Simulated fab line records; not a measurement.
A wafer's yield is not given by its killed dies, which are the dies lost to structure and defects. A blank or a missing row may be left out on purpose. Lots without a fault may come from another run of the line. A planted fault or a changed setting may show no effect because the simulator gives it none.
Comparing a struck lot with a sound one / flow nand harc / 15 steps out of a route of 1302
Sound: the wafers L665.1, L665.3, L665.6. The struck wafers were L666.4, L666.5, L666.6. The cause is given at the end.
Per side, at each step with rows, come the tool, then ch with its chambers, and then its first start. Under that, the readings that differ: sound wafers / struck wafers / difference of the means / sigmas: that difference in standard deviations of wafers without a fault.
alike: readings whose means differ by less than 2 such deviations, and words and numbers that are the same on both sides. not compared: withheld readings, readings that some wafer has no value for, bounds like >300 that may hide the same value, and numbers for which the record gives no deviation and whose values overlap.
A row with sigmas, a row that says differs or no value, or rows on one side alone: a step with any of these is where the two part. Non-overlapping numbers with no deviation appear without sigmas and do not part them. Lack of a reading on every wafer of one side parts them only where that side has two or more wafers.

first, 7 steps without rows for these wafers: NHARC_A_CHANNEL_HOLE_D1_COAT_37 (time 65 s); NHARC_A_CHANNEL_HOLE_D1_COAT_04 (resist thk 90 nm); NHARC_A_CHANNEL_HOLE_D1_SOFTBAKE_05 (time 55 s); NHARC_A_CHANNEL_HOLE_D1_EBR_06; NHARC_A_CHANNEL_HOLE_D1_EXPOSE_07 (exposes mask HOLE D1, target cd 100 nm); NHARC_A_CHANNEL_HOLE_D1_PEB_08 (peb time 65 s); NHARC_A_CHANNEL_HOLE_D1_DEVELOP_09 (develop time 35 s).
NHARC_A_CHANNEL_HOLE_D1_CD_MEAS_10: target cd 100 nm.
  sound on cd sem-02 ch 0, day 13 08:26; struck on cd sem-01 ch 0, day 13 07:46
  alike: cd nm
NHARC_A_CHANNEL_HOLE_D1_OVL_MEAS_11:
  sound: overlay-02 at day 13 08:31; struck: overlay-01 at day 13 07:52
reading=overlay y nm (nm); sound=-1.7 -1.5 -1.7; struck=0.7 0.7 0.7; difference=+2.3; sigmas=+3
  alike: overlay x nm
NHARC_A_CHANNEL_HOLE_D1_INSPECT_12:
  sound: defect inspect-02 at day 13 08:33; struck: defect inspect-02 at day 13 07:53
  alike: raw defect count
NHARC_A_CHANNEL_HOLE_D1_DESCUM_15: chemistry O2, time 3 s.
  sound on rie diel-05 ch 1,3, day 13 08:37; struck on rie diel-12 ch 2,3, day 13 07:58
  alike: drypump motor current A, mfc ar sccm, oes product au, rf vpp V, showerhead plenum p Torr, throttle valve pct
  not compared: rf hours counter h
NHARC_A_CHANNEL_HOLE_D1_ETCH_38: etches the open film in CF4, target depth 39 nm, time 65 s.
  sound on rie diel-05 ch 0,2, day 13 08:42; struck on rie diel-12 ch 0,1,3, day 13 08:04
reading=oes product au (a.u.); sound=1.016 1.007 1.007; struck=0.986 0.991 0.981; difference=-0.024; sigmas=-3
  alike: drypump motor current A, mfc ar sccm, over etch frac, rf fwd power W, rf vpp V, showerhead plenum p Torr, throttle valve pct
  not compared: rf hours counter h
NHARC_A_CHANNEL_HOLE_D1_ETCH_39: etches the open film in N2/H2, target depth 260 nm, time 325 s.
  sound on rie diel-05 ch 1,2, day 13 08:47; struck on rie diel-12 ch 1,2,3, day 13 08:12
reading=mfc ar sccm (sccm); sound=0 0.034 0.034; struck=0 0 0; difference=+0; sigmas=-2
reading=over etch frac; sound=0.3 0.3 0.3; struck=0.27089 0.27089 0.27089; difference=-0.02911; sigmas=
  alike: drypump motor current A, n2 flow sccm, oes product au, rf fwd power W, rf vpp V, showerhead plenum p Torr, throttle valve pct
  not compared: rf hours counter h
NHARC_A_CHANNEL_HOLE_D1_ETCH_34: etches the open film in CF4/CHF3, target depth 154 nm, time 77 s.
  sound: rie diel-05 ch 1,3; struck: rie diel-12 ch 0,3
  alike: drypump motor current A, mfc ar sccm, oes product au, rf fwd power W, rf vpp V, showerhead plenum p Torr, throttle valve pct
  not compared: rf hours counter h
-- break in the record here, with 16 days between the starts of the struck wafers on either side (left off in module A_CHANNEL_HOLE_D1, picked up again in module END, where the first step shown is number 1302 on the route) --
NHARC_END_SORT_01:
  here the record holds rows for the struck wafers (prober-01 ch 0, day 29 05:40) but none for the sound ones

WHERE THEY PART
Last at NHARC_END_SORT_01 as far as this record goes, first at NHARC_A_CHANNEL_HOLE_D1_OVL_MEAS_11.

WHY: the cause the simulator had injected
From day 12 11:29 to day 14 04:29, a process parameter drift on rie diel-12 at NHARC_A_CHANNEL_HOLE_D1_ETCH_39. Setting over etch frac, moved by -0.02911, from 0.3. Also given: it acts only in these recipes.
